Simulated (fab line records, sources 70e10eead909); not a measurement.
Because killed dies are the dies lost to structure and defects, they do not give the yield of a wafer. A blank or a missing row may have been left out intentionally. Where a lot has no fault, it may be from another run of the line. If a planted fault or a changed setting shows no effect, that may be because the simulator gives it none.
8D (eight disciplines) problem report, filled in by code ; flow nand-harc ; the parts of the form that need people (team, actions taken, sign-off) are left out

1. THE PROBLEM
Mean of raw-defect-count at NHARC_P_GATE_INSPECT_68: 790 across 4 wafers in 2 lots; on wafers with no fault it is 201 (standard deviation 62). That puts it +9.5 standard deviations away from the usual mean.
Seen first at day 14 08:32 on defect-inspect-02, wafer L904.2. The record holds 18 wafers of 6 lots with a number at this step. Rule for "out" (also "out of limits"): further than 4 standard deviations from the usual mean. The rest of the wafers with a number are treated as sound.

2. WHAT IT IS AND WHAT IT IS NOT
question;is;is not
which readings at this step;raw-defect-count;-
which lots;L904, L905;L887, L888, L892, L894
which wafers of those lots;L904.2, L904.6, L905.2, L905.6;L904.5, L905.5
read on which gauges;defect-inspect-02;defect-inspect-01
when;from day 14 08:32;"up to then (13 sound wafers); but 1 sound wafer of L905 came after"

3. THE SUSPECTS, EACH WITH WHAT RULES IT OUT
Counting: if a tool at a process step up to the reading ran every lot that is out, it stays a suspect. Sound lots after the first of them don't rule it out here, since some wafers of a struck lot are sound.
- ruled out: the gauge at NHARC_P_GATE_INSPECT_68. All the wafers that are out were read on defect-inspect-02, but those of them that NHARC_END_SORT_01 has rows for are out there too, on other tools.
- rie-diel-10 at NHARC_P_GATE_DESCUM_93 (chemistry O2, time 3 s): kept. It ran every lot that is out, first L904 (day 14 05:26).
- pvd-sputter-02 at NHARC_P_GATE_DEGAS_109 (time 60 s): kept. It processed each lot that is out (first: L904, day 14 07:25); up to then, its last sound lot is L888 (day 7 15:38).
- pvd-sputter-02 at NHARC_P_GATE_SPUTTER_78 (material Ni, target thk 10 nm): kept. It processed each lot that is out (first: L904, day 14 07:31); up to then, its last sound lot is L888 (day 7 15:43).
rie-diel-10 at NHARC_P_GATE_DESCUM_93, pvd-sputter-02 at NHARC_P_GATE_DEGAS_109 and pvd-sputter-02 at NHARC_P_GATE_SPUTTER_78 are what is left after counting.

4. THE CAUSE (what the simulator had put in)
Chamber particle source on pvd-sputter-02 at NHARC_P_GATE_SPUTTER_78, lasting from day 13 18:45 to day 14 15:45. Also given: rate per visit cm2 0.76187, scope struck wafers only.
3 suspects survive the count, and this tool is in that group.

5. THE CHAIN OF EFFECTS, in route order
Rows list readings where the struck wafers' mean (over those with a number) sits beyond 3 standard deviations from the usual. Only readings for which the record gives a usual standard deviation are gone through. hours: the time from each lot's start at the first step in this table that gives one to its start at this step, as a median over the lots. sigmas: the change in usual standard deviations.
hours;step;reading;usual;on struck wafers;change;sigmas
0;NHARC_P_GATE_INSPECT_68;raw-defect-count;201;790;+589;+9.5
442;NHARC_END_SORT_01;killed-at-periphery;3.8;86.2;+82.5;+33
442;NHARC_END_SORT_01;killed-dies;60;132;+72;+4.0

6. WHAT WOULD HAVE CAUGHT IT SOONER
14 hours passed between the start of the fault at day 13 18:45 and the first reading out of limits at a measuring or inspecting step in this record, taken at day 14 08:32.
Lots out: 2; of these, L905 started NHARC_P_GATE_SPUTTER_78 on pvd-sputter-02 after day 14 08:32. A hold on the tool at that time would have spared it.
